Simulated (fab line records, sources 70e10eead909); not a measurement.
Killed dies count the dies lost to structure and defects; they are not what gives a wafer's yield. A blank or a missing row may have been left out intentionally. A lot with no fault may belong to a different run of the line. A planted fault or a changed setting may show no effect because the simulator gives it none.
fab line records | flow nandHarc
record lots=6 | wafers=18 | lastDay=33
route steps=1302 shown THIN_TSV@1282
lots that met no fault: taken from a fault-free run of the same line
startH: hours from the record's first day to the start of the lot's first wafer shown | waitH: hours from the lot's prior step to this one | " unchanged from the row above | L1.1+2: several wafers, shown together as one row | - no value present, or no start provided | * or withheld: withheld | < > ~ a bound
route shown NAME@n: a module of which the file shows steps, and the number in the route of the first | usual: mean and standard deviation over wafers with no fault | same: alike in all rows | chamber/n: place in a boat | sites: the reading at each site | _std_site: their standard deviation | _edge_site: mean of outer sites minus mean of inner sites | radiusMm: how far each site lies from the wafer's centre | mask NAME#n: copy n | behind: the tool/chamber that last shaped the wafer | hold: the reason the lot was held/the length of the hold in hours/how it ended | device: whichever transistor did not switch (one of n, p or np) | end of line: the same wafers' tests at the end of the route | step lacking rows: just its recipe | killed: not the wafer's yield, but the dies lost to structure and defects at the first sort | map: dies across one wafer; x = killed, . = not, _ = none there
set.NAME: the run value of the setting; set.NAME@STEP: its run value at that earlier step | model.NAME: the simulator's own value behind a step, which no gauge read
lots seen at some steps along the route; tables by step, rows by wafer
services: from which hour (startH, from the record's first day; less than 0 if before it) a tool's chamber was out of use, for how many hours, and why
## steps
# step NHARC_THIN_TSV_PVD_24
# recipe targetThkA=8000 | powerW=withheld | chamberPressurePa=withheld | substrateTempC=withheld | timeS=withheld | gas=Ar | material=Al
# step NHARC_THIN_TSV_DEHYDRATE_25
# recipe tempC=150 | timeS=120
# step NHARC_THIN_TSV_HMDS_26
# recipe timeS=30
# step NHARC_THIN_TSV_COAT_27
# recipe spinRpm=*
# step NHARC_THIN_TSV_SOFTBAKE_28
# recipe tempC=122 | timeS=95
# step NHARC_THIN_TSV_EBR_29
# step NHARC_THIN_TSV_EXPOSE_30
# recipe na=0.55 | doseMj=11.47 | maskId=PAD
# step NHARC_THIN_TSV_PEB_31
# recipe pebTempC=118 | pebTimeS=85
# step NHARC_THIN_TSV_DEVELOP_32
# recipe timeS=70
# step NHARC_THIN_TSV_CD_MEAS_33
# recipe targetCdNm=5000 | landingEnergyEv=500
# usual cdNm=4999.2/2
lot.wafer | tool     | chamber | startH | waitH | cdNm
L487.2    | cdSem-01 | 0       | 561.03 | -     | 5001.4
L487.4    | "        | 0       | "      | "     | 4999.8
L487.6    | "        | 0       | "      | "     | 4996.3
L492.2    | cdSem-02 | 0       | 638.07 | -     | 4997.9
L492.5    | "        | 0       | "      | "     | 4995.4
L492.6    | "        | 0       | "      | "     | 4999.4
L502.2    | cdSem-02 | 0       | 729.82 | -     | 5000.9
L502.4    | "        | 0       | "      | "     | 5002.5
L502.6    | "        | 0       | "      | "     | 5000.6
L501.1    | cdSem-02 | 0       | 732.97 | -     | 4998.4
L501.2    | "        | 0       | "      | "     | 4999.8
L501.3    | "        | 0       | "      | "     | 5000.8
L504.1    | cdSem-01 | 0       | 752.45 | -     | 5001.1
L504.2    | "        | 0       | "      | "     | 4999.5
L504.4    | "        | 0       | "      | "     | 4999.4
L505.2    | cdSem-01 | 0       | 775.26 | -     | 5000.5
L505.5    | "        | 0       | "      | "     | 4996.2
L505.6    | "        | 0       | "      | "     | 4998.5
# step NHARC_THIN_TSV_HARDBAKE_34
# recipe tempC=125 | timeS=80
# step NHARC_THIN_TSV_DESCUM_35
# recipe timeS=3 | o2FlowSccm=200 | arFlowSccm=0 | biasPowerW=0 | chemistry=O2
# usual drypumpMotorCurrentA=5.7/0.48 | oesProductAu=0.996/0.016 | rfVppV=57.7/0.78 | showerheadPlenumPTorr=1.88/0.048 | throttleValvePct=11.311/0.0089
lot.wafer | tool       | chamber | startH | waitH | drypumpMotorCurrentA | oesProductAu | rfHoursCounterH | rfVppV | showerheadPlenumPTorr | throttleValvePct
L487.2    | rieDiel-02 | 1       | 561.19 | -     | 6.1                  | 0.979        | 7               | 58.3   | 1.97                  | 11.311
L487.4    | "          | 2       | "      | "     | 5.4                  | 1.012        | 5               | 56.2   | 1.89                  | 11.308
L487.6    | "          | 2       | "      | "     | 5.4                  | 1.012        | -               | 58.2   | 1.89                  | 11.330
L492.2    | rieDiel-12 | 2       | 638.24 | -     | 5.7                  | 0.987        | 1               | 59.1   | 1.88                  | 11.311
L492.6    | "          | 1       | "      | "     | 5.2                  | 1.032        | -               | 57.1   | 1.80                  | 11.325
L492.5    | "          | 2       | "      | "     | 5.7                  | 0.995        | -               | 59.2   | 1.88                  | 11.306
L502.4    | rieDiel-12 | 2       | 729.99 | -     | 5.7                  | 1.003        | 8               | 57.4   | 1.88                  | 11.326
L502.2    | "          | 3       | "      | "     | 6.6                  | 1.015        | 7               | 56.1   | 1.90                  | 11.317
L502.6    | "          | 2       | "      | "     | 5.7                  | 0.988        | -               | 58.1   | 1.88                  | 11.312
L501.2    | rieDiel-02 | 2       | 733.13 | -     | 5.4                  | 1.007        | 7               | 58.1   | 1.88                  | 11.291
L501.1    | "          | 0       | "      | "     | 5.5                  | 0.997        | 7               | 57.2   | 1.89                  | 11.296
L501.3    | "          | 1       | "      | "     | 6.1                  | 0.967        | 8               | 57.8   | 1.97                  | 11.318
L504.2    | rieDiel-10 | 2       | 752.61 | -     | 5.1                  | 0.985        | 8               | 57.5   | 1.81                  | 11.289
L504.1    | "          | 3       | "      | "     | 6.6                  | 0.955        | 8               | 58.8   | 1.81                  | 11.322
L504.4    | "          | 0       | "      | "     | 5.0                  | 1.000        | 8               | 57.8   | 1.91                  | 11.303
L505.2    | rieDiel-02 | 1       | 775.42 | -     | 6.1                  | 1.002        | 1               | 58.1   | 1.97                  | 11.322
L505.5    | "          | 1       | "      | "     | 6.1                  | 1.004        | -               | 57.9   | 1.97                  | 11.311
L505.6    | "          | 2       | "      | "     | 5.4                  | 0.996        | -               | 57.5   | 1.88                  | 11.323
# step NHARC_THIN_TSV_ETCH_59
# recipe targetDepthA=8800 | icpW=900 | biasW=100 | Cl2_flow_sccm=60 | bcl3FlowSccm=30 | timeS=138.1 | chemistry=Cl2/BCl3
# usual biasW=100.0/0.32 | drypumpMotorCurrentA=5.5/0.41 | oesProductAu=1.001/0.01 | throttleValvePct=22.265/0.0097
lot.wafer | tool        | chamber | startH | waitH | biasW | drypumpMotorCurrentA | oesProductAu | rfHoursCounterH | throttleValvePct
L487.2    | rieMetal-03 | 0       | 561.36 | 0.2   | 99.8  | 5.2                  | 1.005        | 0.7             | 22.262
L487.4    | "           | 1       | "      | "     | 100.1 | 5.4                  | 0.996        | -               | 22.243
L487.6    | "           | 0       | "      | "     | 99.9  | 5.2                  | 1.024        | -               | 22.272
L492.2    | rieMetal-01 | 1       | 638.36 | 0.1   | 100.3 | 6.0                  | 1.000        | 0.4             | 22.253
L492.6    | "           | 1       | "      | "     | 100.3 | 6.0                  | 1.006        | -               | 22.253
L492.5    | "           | 0       | "      | "     | 99.4  | 4.9                  | 1.011        | -               | 22.250
L502.2    | rieMetal-01 | 0       | 730.11 | 0.1   | 100.4 | 4.9                  | 0.909        | 2.2             | 22.265
L502.4    | "           | 0       | "      | "     | 99.9  | 4.9                  | 0.912        | -               | 22.255
L502.6    | "           | 0       | "      | "     | 100.3 | 4.9                  | 0.920        | -               | 22.251
L501.2    | rieMetal-01 | 1       | 733.26 | 0.1   | 100.0 | 6.0                  | 0.999        | 2.5             | 22.274
L501.1    | "           | 0       | "      | "     | 99.9  | 4.9                  | 0.928        | 2.5             | 22.258
L501.3    | "           | 0       | "      | "     | 100.2 | 4.9                  | 0.914        | -               | 22.276
L504.2    | rieMetal-03 | 0       | 752.74 | 0.1   | 99.9  | 5.2                  | 1.002        | 0.8             | 22.266
L504.1    | "           | 1       | "      | "     | 100.0 | 5.3                  | 1.002        | 0.8             | 22.258
L504.4    | "           | 1       | "      | "     | 99.8  | 5.4                  | 1.003        | -               | 22.260
L505.2    | rieMetal-03 | 1       | 775.58 | 0.2   | 99.9  | 5.4                  | 1.007        | 1.1             | 22.261
L505.5    | "           | 0       | "      | "     | 99.8  | 5.2                  | 1.012        | -               | 22.284
L505.6    | "           | 1       | "      | "     | 99.8  | 5.4                  | 1.016        | -               | 22.260
# step NHARC_THIN_TSV_ETCH_36
# recipe targetDepthA=650 | overEtchFrac=0.3 | timeS=18.571 | ionEnergyEv=150 | chemistry=Cl2/BCl3
# usual drypumpMotorCurrentA=5.5/0.41 | oesProductAu=1.003/0.0098
lot.wafer | tool        | chamber | startH | waitH | drypumpMotorCurrentA | oesProductAu | rfHoursCounterH
L487.2    | rieMetal-03 | 0       | 561.58 | 0.2   | 5.2                  | 1.005        | 0.8
L487.4    | "           | 0       | "      | "     | 5.2                  | 1.002        | -
L487.6    | "           | 0       | "      | "     | 5.2                  | 1.004        | -
L492.2    | rieMetal-01 | 0       | 638.62 | 0.2   | 4.9                  | 1.005        | 0.6
L492.5    | "           | 0       | "      | "     | 4.9                  | 1.002        | -
L492.6    | "           | 1       | "      | "     | 6.0                  | 1.012        | -
L502.2    | rieMetal-01 | 0       | 730.37 | 0.2   | 4.9                  | 1.008        | 2.3
L502.4    | "           | 1       | "      | "     | 6.0                  | 0.985        | -
L502.6    | "           | 0       | "      | "     | 4.9                  | 0.995        | -
L501.1    | rieMetal-01 | 1       | 733.52 | 0.2   | 5.9                  | 0.998        | 2.6
L501.2    | "           | 0       | "      | "     | 4.9                  | 1.016        | 2.6
L501.3    | "           | 0       | "      | "     | 4.9                  | 1.007        | -
L504.2    | rieMetal-03 | 0       | 753.00 | 0.2   | 5.2                  | 1.007        | 1.0
L504.1    | "           | 1       | "      | "     | 5.4                  | 1.004        | 1.0
L504.4    | "           | 1       | "      | "     | 5.4                  | 0.995        | -
L505.2    | rieMetal-03 | 0       | 775.82 | 0.2   | 5.2                  | 0.996        | 1.2
L505.5    | "           | 1       | "      | "     | 5.4                  | 1.013        | -
L505.6    | "           | 0       | "      | "     | 5.2                  | 1.007        | -
## services
tool        | chamber | startH | hours | kind
rieDiel-02  | 2       | 547.27 | 10.6  | repair
rieDiel-12  | 0       | 569.32 | 1.6   | repair
rieDiel-02  | -       | 570.70 | 9.0   | pm
rieMetal-01 | -       | 575.00 | 9.0   | pm
rieMetal-03 | 1       | 579.23 | 79.4  | repair
rieDiel-10  | 3       | 581.72 | 3.9   | repair
rieDiel-10  | -       | 596.50 | 9.0   | pm
rieDiel-12  | 0       | 599.53 | 10.3  | repair
rieDiel-02  | 2       | 600.77 | 20.3  | repair
rieMetal-01 | 0       | 604.52 | 6.3   | repair
rieDiel-10  | 0       | 606.25 | 3.9   | repair
rieMetal-01 | -       | 606.38 | 0.9   | repair
rieDiel-12  | -       | 622.43 | 9.0   | pm
rieDiel-02  | 2       | 626.24 | 1.2   | repair
rieDiel-02  | 0       | 651.38 | 9.1   | repair
rieDiel-10  | 0       | 668.97 | 5.2   | repair
rieMetal-01 | 1       | 672.80 | 2.3   | repair
rieDiel-10  | 0       | 675.31 | 1.8   | repair
rieDiel-12  | 1       | 684.35 | 11.4  | repair
rieMetal-03 | -       | 696.00 | 9.0   | pm
rieDiel-02  | -       | 747.70 | 9.0   | pm
rieMetal-01 | -       | 752.00 | 9.0   | pm
rieDiel-12  | 1       | 769.65 | 3.3   | repair
rieDiel-10  | -       | 773.50 | 9.0   | pm
## key
firstSign step=NHARC_THIN_TSV_ETCH_59 | reading=oesProductAu | direction=down | sigmas=8.3 | usual=1.001 | struck=0.916
effect none on later readings
metAt NHARC_THIN_TSV_ETCH_59
struckWafers L501.1,L501.3,L502.2,L502.4,L502.6
laterRowsLeftOut L501.1,L501.3,L502.2,L502.4,L502.6
sortLeftOut L501.1,L501.3,L502.2,L502.4,L502.6
onsetBetween 638.36 730.11
fault kind=processParameterDrift | tool=rieMetal-01 | chamber=0 | onsetH=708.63 | steps=NHARC_THIN_TSV_ETCH_59 | channel=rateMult | offset=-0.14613 | shape=step | endH=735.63
# sortLeftOut: the simulated sort isn't trusted on such a fault, so these wafers' sort isn't shown, and their yield isn't known
# laterRowsLeftOut: the simulator's readings of these wafers behind a module that went badly wrong aren't trusted and aren't shown, but for the sort
